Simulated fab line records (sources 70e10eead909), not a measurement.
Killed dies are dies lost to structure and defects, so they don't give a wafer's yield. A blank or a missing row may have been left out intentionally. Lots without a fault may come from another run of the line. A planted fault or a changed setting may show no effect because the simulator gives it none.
Chamber matching	flow nand-harc	4 sister chambers for NHARC_A_SGD_CUT_DESCUM_14 on rie-diel-11
The step chemistry O2, time 3 s. 8 wafers are shown with their chamber, then 7 later ones without.

== WAFERS, EACH WITH ITS CHAMBER ==
wafer	chamber	showerhead-plenum-p-Torr (Torr)	drypump-motor-current-A (A)
L499.2	1	2.01	6.5
L502.4	3	2.01	6.2
L502.5	2	1.94	5.9
L504.4	0	1.87	5.8
L504.6	2	1.94	6.0
L506.3	0	1.87	5.8
L513.2	1	2.01	6.5
L513.4	3	2.00	6.2

== WAFERS MISSING THEIR CHAMBER ==
wafer	showerhead-plenum-p-Torr (Torr)	drypump-motor-current-A (A)
L513.6	2.00	6.2
L515.1	2.01	6.5
L515.2	1.94	6.0
L515.3	2.00	6.2
L518.1	2.00	6.2
L518.3	1.94	5.9
L518.5	2.01	6.5

== EACH ONE'S CHAMBER ==
wafer	from the rows above	in truth
L513.6	3	3
L515.1	1	1
L515.2	2	2
L515.3	3	3
L518.1	3	3
L518.3	2	2
L518.5	1	1
Placed correctly: 7 of 7. Can't be placed from these rows: 0. Wrongly placed: 0.
How it was worked out, from the rows above alone: a wafer's distance from a chamber is the root of the sum, over the readings, of the square of ((its reading less the chamber's mean) divided by the reading's scatter). The wafer belongs to the nearest chamber; if the next one is less than 2 further off, it can't be placed. For every chamber, the mean is computed from those of its wafers that are shown. The scatter: the root of (the sum of the squares of (reading less its chamber's mean) over the shown wafers, divided by (wafers less chambers)).
